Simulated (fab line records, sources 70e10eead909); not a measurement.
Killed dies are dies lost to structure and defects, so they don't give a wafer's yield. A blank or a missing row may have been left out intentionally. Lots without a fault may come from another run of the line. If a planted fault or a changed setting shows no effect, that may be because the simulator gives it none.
Chamber matching || flow nand_harc || rie_diel-11 running NHARC_A_STAIRCASE_ETCH_444: 4 sister chambers
The step etches the open film in C4F8/O2, target depth 20400 nm, time 6800 s. 8 wafers are shown with their chamber, then 7 later ones without.

EACH WAFER AND ITS CHAMBER
{"wafer": "L078.1", "chamber": 1, "rf_vpp_V (V)": 804.8, "oes_product_au (a.u.)": 0.952}
{"wafer": "L083.3", "chamber": 1, "rf_vpp_V (V)": 804.6, "oes_product_au (a.u.)": 0.919}
{"wafer": "L082.4", "chamber": 0, "rf_vpp_V (V)": 805.1, "oes_product_au (a.u.)": 0.914}
{"wafer": "L081.2", "chamber": 3, "rf_vpp_V (V)": 807.5, "oes_product_au (a.u.)": 0.933}
{"wafer": "L081.4", "chamber": 2, "rf_vpp_V (V)": 804.1, "oes_product_au (a.u.)": 0.912}
{"wafer": "L081.5", "chamber": 3, "rf_vpp_V (V)": 804.8, "oes_product_au (a.u.)": 0.938}
{"wafer": "L086.1", "chamber": 0, "rf_vpp_V (V)": 805.0, "oes_product_au (a.u.)": 0.920}
{"wafer": "L086.2", "chamber": 2, "rf_vpp_V (V)": 804.7, "oes_product_au (a.u.)": 0.914}

WAFERS MISSING THEIR CHAMBER
{"wafer": "L086.5", "rf_vpp_V (V)": 806.9, "oes_product_au (a.u.)": 0.935}
{"wafer": "L088.2", "rf_vpp_V (V)": 805.5, "oes_product_au (a.u.)": 0.935}
{"wafer": "L088.3", "rf_vpp_V (V)": 803.3, "oes_product_au (a.u.)": 0.932}
{"wafer": "L088.6", "rf_vpp_V (V)": 804.2, "oes_product_au (a.u.)": 0.919}
{"wafer": "L096.1", "rf_vpp_V (V)": 805.4, "oes_product_au (a.u.)": 0.936}
{"wafer": "L096.2", "rf_vpp_V (V)": 801.8, "oes_product_au (a.u.)": 0.925}
{"wafer": "L096.5", "rf_vpp_V (V)": 805.0, "oes_product_au (a.u.)": 0.934}

WHICH CHAMBER EACH ONE RAN IN
{"wafer": "L086.5", "from the rows above": "can't be placed: 3 or 1 or 0", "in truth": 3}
{"wafer": "L088.2", "from the rows above": "can't be placed: 3 or 1 or 0 or 2", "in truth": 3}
{"wafer": "L088.3", "from the rows above": "can't be placed: 1 or 2 or 0 or 3", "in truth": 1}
{"wafer": "L088.6", "from the rows above": "can't be placed: 2 or 0 or 1 or 3", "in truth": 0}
{"wafer": "L096.1", "from the rows above": "can't be placed: 1 or 3 or 0 or 2", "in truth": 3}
{"wafer": "L096.2", "from the rows above": "can't be placed: 2 or 1 or 0 or 3", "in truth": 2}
{"wafer": "L096.5", "from the rows above": "can't be placed: 1 or 3 or 0 or 2", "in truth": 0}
0 of 7 placed correctly. Cannot be placed on the basis of these rows: 7; the candidates contain the true chamber in 7. 0 placed wrongly.
How it was worked out, from the rows above alone: a wafer's distance from a chamber is the root of the sum, over the readings, of the square of ((its reading less the chamber's mean) divided by the reading's scatter). If the next closest chamber is less than 2 further off than the closest, the wafer can't be placed; otherwise it belongs to the closest. Each chamber's mean is taken over the wafers shown for it. The scatter: the root of (the sum of the squares of (reading less its chamber's mean) over the shown wafers, divided by (wafers less chambers)).
